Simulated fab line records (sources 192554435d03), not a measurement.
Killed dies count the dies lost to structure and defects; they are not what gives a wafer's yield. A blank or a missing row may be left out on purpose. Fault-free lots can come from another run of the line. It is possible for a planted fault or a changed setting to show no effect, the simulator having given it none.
Chamber matching	flow n5_finfet	4 sister chambers for N5_MOL_CONTACT_COAG_CMP_52 on cmp-04
The step polishes, stops on SiO2, t overpolish 1.5 s, target thk 66.5 nm. 4 wafers are shown with their chamber, then 9 later ones without.

## WAFERS, EACH WITH ITS CHAMBER
wafer	chamber	motor_current_A (A)
L083.4	0	12.2
L085.1	2	10.6
L085.3	1	13.1
L085.4	3	14.3

## WAFERS WITHOUT THEIR CHAMBER
wafer	motor_current_A (A)
L090.2	14.2
L090.4	11.7
L090.5	11.1
L094.1	12.1
L094.2	11.1
L094.5	11.9
L097.2	11.7
L097.3	11.8
L097.4	10.7

## WHICH CHAMBER EACH ONE RAN IN
wafer	from the rows above	in truth
L090.2	3	3
L090.4	can't be placed: 0 or 2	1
L090.5	can't be placed: 2 or 0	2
L094.1	0	0
L094.2	can't be placed: 2 or 0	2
L094.5	0	0
L097.2	can't be placed: 0 or 2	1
L097.3	0	0
L097.4	2	2
Correctly placed: 5 of 9. From these rows, 4 cannot be placed; in 2 the true chamber is one of the candidates. 0 placed wrongly.
How it was worked out, from the rows above alone: a wafer's distance from a chamber is the root of the sum, over the readings, of the square of ((its reading less the chamber's mean) divided by the reading's scatter). If the next closest chamber is less than 2 further off than the closest, the wafer can't be placed; otherwise it belongs to the closest. A chamber's mean is the mean of its shown wafers. The scatter (one wafer shown for each chamber): square how far every hidden wafer sits from the nearest shown wafer, average those squares and take the square root.
